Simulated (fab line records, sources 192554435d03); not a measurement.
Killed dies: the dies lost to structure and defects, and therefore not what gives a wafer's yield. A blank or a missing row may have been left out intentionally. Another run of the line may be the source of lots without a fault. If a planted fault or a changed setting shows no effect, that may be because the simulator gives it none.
Chamber matching	flow n5-finfet	4 sister chambers for N5_BEOL_M3_ETCH_77 on rie-diel-01
The step etches underlayer in N2/H2, target depth 6.5 nm, time 5.2 s. 4 wafers are shown with their chamber, then 9 later ones without.

## WAFERS, EACH WITH ITS CHAMBER
wafer	chamber	showerhead-plenum-p-Torr (Torr)
L086.5	0	2.55
L087.2	1	2.48
L087.5	2	2.54
L087.6	3	2.64

## WAFERS WHOSE CHAMBER IS MISSING
wafer	showerhead-plenum-p-Torr (Torr)
L088.3	2.64
L088.4	2.48
L088.6	2.55
L090.2	2.64
L090.4	2.54
L090.6	2.47
L094.1	2.47
L094.2	2.63
L094.6	2.63

## THE CHAMBER EACH PASSED THROUGH
wafer	from the rows above	in truth
L088.3	3	3
L088.4	1	1
L088.6	can't be placed: 0 or 2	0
L090.2	3	3
L090.4	can't be placed: 2 or 0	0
L090.6	1	1
L094.1	1	1
L094.2	3	3
L094.6	3	3
Placed correctly: 7 of 9. Can't be placed from these rows: 2 (the true chamber is among the candidates in 2). 0 placed wrongly.
How it was worked out, from the rows above alone: a wafer's distance from a chamber is the root of the sum, over the readings, of the square of ((its reading less the chamber's mean) divided by the reading's scatter). If the next closest chamber is less than 2 further off than the closest, the wafer can't be placed; otherwise it belongs to the closest. For every chamber, the mean is computed from those of its wafers that are shown. The scatter: with one shown wafer a chamber, the root of the mean of the squares of how far each hidden wafer lies from its nearest shown one.
